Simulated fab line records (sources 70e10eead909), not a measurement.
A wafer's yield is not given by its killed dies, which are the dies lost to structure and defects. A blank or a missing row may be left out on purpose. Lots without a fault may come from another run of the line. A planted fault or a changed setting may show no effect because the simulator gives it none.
Which tool is to blame? || flow nand_harc || 12 lots, 36 wafers sampled, at 7 steps of a route of 1159

## WHAT EACH GAUGE READ, for each wafer
NHARC_P_M2_INSPECT_27. Usual: 357 for raw_defect_count, sd 110.
{"lot": "L284", "measured": "day 6 05:44", "on": "defect_inspect-01", "raw_defect_count": "404 468 322", "flag": ""}
{"lot": "L285", "measured": "day 6 06:45", "on": "defect_inspect-02", "raw_defect_count": "298 576 358", "flag": ""}
{"lot": "L287", "measured": "day 6 17:12", "on": "defect_inspect-01", "raw_defect_count": "302 406 265", "flag": ""}
{"lot": "L288", "measured": "day 7 06:11", "on": "defect_inspect-02", "raw_defect_count": "222 155 253", "flag": ""}
{"lot": "L293", "measured": "day 8 04:25", "on": "defect_inspect-02", "raw_defect_count": "335 401 244", "flag": ""}
{"lot": "L294", "measured": "day 8 21:14", "on": "defect_inspect-01", "raw_defect_count": "243 217 260", "flag": ""}
{"lot": "L297", "measured": "day 9 19:53", "on": "defect_inspect-02", "raw_defect_count": "397 275 287", "flag": ""}
{"lot": "L300", "measured": "day 10 06:34", "on": "defect_inspect-02", "raw_defect_count": "256 377 286", "flag": ""}
{"lot": "L302", "measured": "day 10 21:02", "on": "defect_inspect-01", "raw_defect_count": "268 189 234", "flag": ""}
{"lot": "L304", "measured": "day 11 11:16", "on": "defect_inspect-01", "raw_defect_count": "612 551 497", "flag": ""}
{"lot": "L305", "measured": "day 11 15:13", "on": "defect_inspect-02", "raw_defect_count": "392 398 321", "flag": ""}
{"lot": "L307", "measured": "day 12 15:08", "on": "defect_inspect-02", "raw_defect_count": "414 243 447", "flag": ""}

NHARC_A_ZERO_WELL_INSPECT_17. Usual: 9 for raw_defect_count, sd 5.4.
{"lot": "L284", "measured": "day 6 12:58", "on": "defect_inspect-01", "raw_defect_count": "8 7 6", "flag": ""}
{"lot": "L285", "measured": "day 6 13:57", "on": "defect_inspect-01", "raw_defect_count": "10 11 10", "flag": ""}
{"lot": "L287", "measured": "day 7 00:52", "on": "defect_inspect-01", "raw_defect_count": "6 11 16", "flag": ""}
{"lot": "L288", "measured": "day 7 13:51", "on": "defect_inspect-01", "raw_defect_count": "16 11 6", "flag": ""}
{"lot": "L293", "measured": "day 8 11:44", "on": "defect_inspect-02", "raw_defect_count": "620 609 626", "flag": "OFF"}
{"lot": "L294", "measured": "day 9 04:46", "on": "defect_inspect-02", "raw_defect_count": "608 641 599", "flag": "OFF"}
{"lot": "L297", "measured": "day 10 03:30", "on": "defect_inspect-02", "raw_defect_count": "14 6 10", "flag": ""}
{"lot": "L300", "measured": "day 10 14:00", "on": "defect_inspect-01", "raw_defect_count": "7 8 8", "flag": ""}
{"lot": "L302", "measured": "day 11 04:41", "on": "defect_inspect-01", "raw_defect_count": "3 5 6", "flag": ""}
{"lot": "L304", "measured": "day 11 18:31", "on": "defect_inspect-01", "raw_defect_count": "13 23 10", "flag": ""}
{"lot": "L305", "measured": "day 11 22:35", "on": "defect_inspect-02", "raw_defect_count": "5 8 6", "flag": ""}
{"lot": "L307", "measured": "day 12 22:25", "on": "defect_inspect-02", "raw_defect_count": "5 5 10", "flag": ""}

NHARC_A_SOURCE_PLATE_THK_MEAS_06: measures by ellipsometry. Usual: 200.3 nm for thk_nm, sd 2.2.
{"lot": "L284", "measured": "day 7 09:22", "on": "film_metro-02", "thk_nm (nm)": "199.2 200.3 200.6", "flag": ""}
{"lot": "L285", "measured": "day 7 09:22", "on": "film_metro-01", "thk_nm (nm)": "199.9 198.2 197.1", "flag": ""}
{"lot": "L287", "measured": "day 8 00:53", "on": "film_metro-02", "thk_nm (nm)": "202.4 200.8 202.3", "flag": ""}
{"lot": "L288", "measured": "day 8 12:33", "on": "film_metro-01", "thk_nm (nm)": "203.0 200.2 202.8", "flag": ""}
{"lot": "L293", "measured": "day 9 07:52", "on": "film_metro-01", "thk_nm (nm)": "198.7 199.9 199.7", "flag": ""}
{"lot": "L294", "measured": "day 10 00:43", "on": "film_metro-02", "thk_nm (nm)": "196.2 197.7 196.7", "flag": ""}
{"lot": "L297", "measured": "day 10 22:55", "on": "film_metro-02", "thk_nm (nm)": "200.4 198.7 200.8", "flag": ""}
{"lot": "L300", "measured": "day 11 08:59", "on": "film_metro-01", "thk_nm (nm)": "201.0 199.2 204.0", "flag": ""}
{"lot": "L302", "measured": "day 12 01:48", "on": "film_metro-01", "thk_nm (nm)": "202.4 204.5 199.5", "flag": ""}
{"lot": "L304", "measured": "day 12 17:25", "on": "film_metro-01", "thk_nm (nm)": "196.4 195.6 200.0", "flag": ""}
{"lot": "L305", "measured": "day 12 17:25", "on": "film_metro-01", "thk_nm (nm)": "202.4 200.4 200.2", "flag": ""}
{"lot": "L307", "measured": "day 13 20:39", "on": "film_metro-02", "thk_nm (nm)": "199.3 197.3 201.3", "flag": ""}

NHARC_A_SOURCE_PLATE_INSPECT_08. Usual: 57 for raw_defect_count, sd 25.
{"lot": "L284", "measured": "day 7 09:26", "on": "defect_inspect-02", "raw_defect_count": "39 42 52", "flag": ""}
{"lot": "L285", "measured": "day 7 09:27", "on": "defect_inspect-01", "raw_defect_count": "52 48 107", "flag": ""}
{"lot": "L287", "measured": "day 8 00:58", "on": "defect_inspect-01", "raw_defect_count": "55 38 50", "flag": ""}
{"lot": "L288", "measured": "day 8 12:40", "on": "defect_inspect-02", "raw_defect_count": "91 75 144", "flag": ""}
{"lot": "L293", "measured": "day 9 07:56", "on": "defect_inspect-01", "raw_defect_count": "670 640 667", "flag": "OFF"}
{"lot": "L294", "measured": "day 10 00:47", "on": "defect_inspect-02", "raw_defect_count": "706 695 692", "flag": "OFF"}
{"lot": "L297", "measured": "day 10 22:58", "on": "defect_inspect-01", "raw_defect_count": "53 24 56", "flag": ""}
{"lot": "L300", "measured": "day 11 09:04", "on": "defect_inspect-02", "raw_defect_count": "33 43 37", "flag": ""}
{"lot": "L302", "measured": "day 12 01:52", "on": "defect_inspect-02", "raw_defect_count": "70 57 50", "flag": ""}
{"lot": "L304", "measured": "day 12 17:28", "on": "defect_inspect-02", "raw_defect_count": "71 47 66", "flag": ""}
{"lot": "L305", "measured": "day 12 17:29", "on": "defect_inspect-02", "raw_defect_count": "37 27 38", "flag": ""}
{"lot": "L307", "measured": "day 13 20:43", "on": "defect_inspect-01", "raw_defect_count": "23 49 30", "flag": ""}

NHARC_END_SORT_01. Usual: killed_at_array 27, standard deviation 10; killed_at_other 0.6, standard deviation 0.83; killed_at_periphery 2.4, standard deviation 1.8; killed_dies 30, standard deviation 10; killed_open 3.3, standard deviation 1.7; killed_short 1.8, standard deviation 1.4.
{"lot": "L293", "measured": "day 21 00:04", "on": "prober-01", "killed_at_array": "111 110 123", "killed_at_other": "0 1 0", "killed_at_periphery": "0 0 2", "killed_dies": "111 111 125", "killed_open": "0 0 5", "killed_short": "0 0 0", "flag": "OFF"}
{"lot": "L294", "measured": "day 21 21:18", "on": "prober-02", "killed_at_array": "117 99 73", "killed_at_other": "0 0 0", "killed_at_periphery": "5 1 2", "killed_dies": "122 100 75", "killed_open": "5 1 6", "killed_short": "2 3 5", "flag": "OFF"}

## TOOL THAT RAN EACH LOT (tool first, then ch and the chambers of the sampled wafers, then the start)
{"lot": "L284", "NHARC_P_BONDPAD_DESCUM_11": "rie_diel-10 ch 1,2, day 6 07:36", "NHARC_A_ZERO_WELL_STRIP_14": "wet_bench-05 ch 0,1,7, day 6 11:58"}
{"lot": "L285", "NHARC_P_BONDPAD_DESCUM_11": "rie_diel-11 ch 0,2, day 6 08:38", "NHARC_A_ZERO_WELL_STRIP_14": "wet_bench-09 ch 0,2,3, day 6 12:58"}
{"lot": "L287", "NHARC_P_BONDPAD_DESCUM_11": "rie_diel-08 ch 0,2,3, day 6 19:11", "NHARC_A_ZERO_WELL_STRIP_14": "wet_bench-06 ch 1,2,4, day 6 23:43"}
{"lot": "L288", "NHARC_P_BONDPAD_DESCUM_11": "rie_diel-10 ch 1,2, day 7 08:27", "NHARC_A_ZERO_WELL_STRIP_14": "wet_bench-09 ch 0,1,5, day 7 12:53"}
{"lot": "L293", "NHARC_P_BONDPAD_DESCUM_11": "rie_diel-10 ch 0,2,3, day 8 06:24", "NHARC_A_ZERO_WELL_STRIP_14": "wet_bench-09 ch 0,1,7, day 8 10:45"}
{"lot": "L294", "NHARC_P_BONDPAD_DESCUM_11": "rie_diel-08 ch 0,1,3, day 8 23:25", "NHARC_A_ZERO_WELL_STRIP_14": "wet_bench-09 ch 1,2,4, day 9 03:49"}
{"lot": "L297", "NHARC_P_BONDPAD_DESCUM_11": "rie_diel-10 ch 1,2, day 9 22:01", "NHARC_A_ZERO_WELL_STRIP_14": "wet_bench-06 ch 4,5,6, day 10 02:33"}
{"lot": "L300", "NHARC_P_BONDPAD_DESCUM_11": "rie_diel-08 ch 1,2,3, day 10 08:26", "NHARC_A_ZERO_WELL_STRIP_14": "wet_bench-05 ch 2,5,6, day 10 13:04"}
{"lot": "L302", "NHARC_P_BONDPAD_DESCUM_11": "rie_diel-11 ch 0,1,3, day 10 23:16", "NHARC_A_ZERO_WELL_STRIP_14": "wet_bench-05 ch 4,5,7, day 11 03:43"}
{"lot": "L304", "NHARC_P_BONDPAD_DESCUM_11": "rie_diel-08 ch 0,1,3, day 11 13:09", "NHARC_A_ZERO_WELL_STRIP_14": "wet_bench-05 ch 2,5,6, day 11 17:33"}
{"lot": "L305", "NHARC_P_BONDPAD_DESCUM_11": "rie_diel-08 ch 0,2,3, day 11 17:13", "NHARC_A_ZERO_WELL_STRIP_14": "wet_bench-06 ch 3,4,6, day 11 21:38"}
{"lot": "L307", "NHARC_P_BONDPAD_DESCUM_11": "rie_diel-08 ch 0,2,3, day 12 17:08", "NHARC_A_ZERO_WELL_STRIP_14": "wet_bench-06 ch 1,3,5, day 12 21:28"}
- NHARC_P_BONDPAD_DESCUM_11: chemistry O2, time 3 s.
- NHARC_A_ZERO_WELL_STRIP_14: strips in SPM, time 900 s.

## AS READ BY THE TOOLS THEMSELVES (means over the sampled wafers that have a number; for cases with no such wafer, the mark the record gives instead)
NHARC_P_BONDPAD_DESCUM_11. Usual: drypump_motor_current_A 5.7 A, standard deviation 0.4; mfc_ar_sccm 0.014 sccm, standard deviation 0.013; oes_product_au 1.000 a.u., standard deviation 0.011; rf_vpp_V 57.6 V, standard deviation 0.9; showerhead_plenum_p_Torr 1.89 Torr, standard deviation 0.09; throttle_valve_pct 11.311 %, standard deviation 0.0088.
{"lot": "L284", "tool": "rie_diel-10", "drypump_motor_current_A (A)": 6.1, "mfc_ar_sccm (sccm)": 0.008, "oes_product_au (a.u.)": 0.988, "rf_vpp_V (V)": 57.1, "showerhead_plenum_p_Torr (Torr)": 1.81, "throttle_valve_pct (%)": 11.310, "flag": ""}
{"lot": "L285", "tool": "rie_diel-11", "drypump_motor_current_A (A)": 6.2, "mfc_ar_sccm (sccm)": 0.000, "oes_product_au (a.u.)": 0.992, "rf_vpp_V (V)": 57.6, "showerhead_plenum_p_Torr (Torr)": 1.95, "throttle_valve_pct (%)": 11.312, "flag": ""}
{"lot": "L287", "tool": "rie_diel-08", "drypump_motor_current_A (A)": 5.4, "mfc_ar_sccm (sccm)": 0.028, "oes_product_au (a.u.)": 0.999, "rf_vpp_V (V)": 56.6, "showerhead_plenum_p_Torr (Torr)": 1.84, "throttle_valve_pct (%)": 11.303, "flag": ""}
{"lot": "L288", "tool": "rie_diel-10", "drypump_motor_current_A (A)": 5.8, "mfc_ar_sccm (sccm)": 0.007, "oes_product_au (a.u.)": 1.008, "rf_vpp_V (V)": 56.5, "showerhead_plenum_p_Torr (Torr)": 1.84, "throttle_valve_pct (%)": 11.305, "flag": ""}
{"lot": "L293", "tool": "rie_diel-10", "drypump_motor_current_A (A)": 6.0, "mfc_ar_sccm (sccm)": 0.008, "oes_product_au (a.u.)": 0.993, "rf_vpp_V (V)": 58.1, "showerhead_plenum_p_Torr (Torr)": 1.96, "throttle_valve_pct (%)": 11.319, "flag": ""}
{"lot": "L294", "tool": "rie_diel-08", "drypump_motor_current_A (A)": 5.5, "mfc_ar_sccm (sccm)": 0.017, "oes_product_au (a.u.)": 1.004, "rf_vpp_V (V)": 58.4, "showerhead_plenum_p_Torr (Torr)": 1.91, "throttle_valve_pct (%)": 11.317, "flag": ""}
{"lot": "L297", "tool": "rie_diel-10", "drypump_motor_current_A (A)": 5.8, "mfc_ar_sccm (sccm)": 0.007, "oes_product_au (a.u.)": 0.991, "rf_vpp_V (V)": 57.3, "showerhead_plenum_p_Torr (Torr)": 1.83, "throttle_valve_pct (%)": 11.313, "flag": ""}
{"lot": "L300", "tool": "rie_diel-08", "drypump_motor_current_A (A)": 5.6, "mfc_ar_sccm (sccm)": 0.019, "oes_product_au (a.u.)": 1.007, "rf_vpp_V (V)": 57.7, "showerhead_plenum_p_Torr (Torr)": 1.92, "throttle_valve_pct (%)": 11.316, "flag": ""}
{"lot": "L302", "tool": "rie_diel-11", "drypump_motor_current_A (A)": 5.7, "mfc_ar_sccm (sccm)": 0.001, "oes_product_au (a.u.)": 0.987, "rf_vpp_V (V)": 57.6, "showerhead_plenum_p_Torr (Torr)": 1.88, "throttle_valve_pct (%)": 11.312, "flag": ""}
{"lot": "L304", "tool": "rie_diel-08", "drypump_motor_current_A (A)": 5.6, "mfc_ar_sccm (sccm)": 0.017, "oes_product_au (a.u.)": 1.011, "rf_vpp_V (V)": 58.0, "showerhead_plenum_p_Torr (Torr)": 1.91, "throttle_valve_pct (%)": 11.308, "flag": ""}
{"lot": "L305", "tool": "rie_diel-08", "drypump_motor_current_A (A)": 5.4, "mfc_ar_sccm (sccm)": 0.028, "oes_product_au (a.u.)": 1.005, "rf_vpp_V (V)": 57.1, "showerhead_plenum_p_Torr (Torr)": 1.84, "throttle_valve_pct (%)": 11.304, "flag": ""}
{"lot": "L307", "tool": "rie_diel-08", "drypump_motor_current_A (A)": 5.4, "mfc_ar_sccm (sccm)": 0.028, "oes_product_au (a.u.)": 0.999, "rf_vpp_V (V)": 57.6, "showerhead_plenum_p_Torr (Torr)": 1.84, "throttle_valve_pct (%)": 11.311, "flag": ""}

## THE ANSWER, worked out from the rows above alone
Rule: lot off if the mean of its wafers having a number is beyond 3 standard deviations from the usual mean. A lot without any number at a reading at which 4 lots or more have one is off too. Where the step has rows for the other lots, those lots are counted as sound. After the gauges, taken in route order, come the tools' own readings; for these a lot's mean is taken, as printed above. At the first step where some lot is off, the reading lying furthest off is the one used; lots without a number count as furthest.
Off: L293, L294 (NHARC_A_ZERO_WELL_INSPECT_17, raw_defect_count).
If a tool, at a process step before that reading, ran all the lots that are off and no sound lot after the first of them, it fits. Not tried: the gauges at NHARC_A_ZERO_WELL_INSPECT_17; whatever is off there is also off at NHARC_END_SORT_01, on other tools, and gauge error can't account for it. One fits: wet_bench-09 at NHARC_A_ZERO_WELL_STRIP_14. Its last sound lot is L288 (day 7 12:53), its first lot that is off L293 (day 8 10:45): a fault that began between those two fits.

## WHAT HAD BEEN PUT IN BY THE SIMULATOR
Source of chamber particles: wet_bench-09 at NHARC_A_ZERO_WELL_STRIP_14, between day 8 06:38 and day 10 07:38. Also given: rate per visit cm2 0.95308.
Struck lots among those shown: L293, L294. This agrees with what the rule above found.
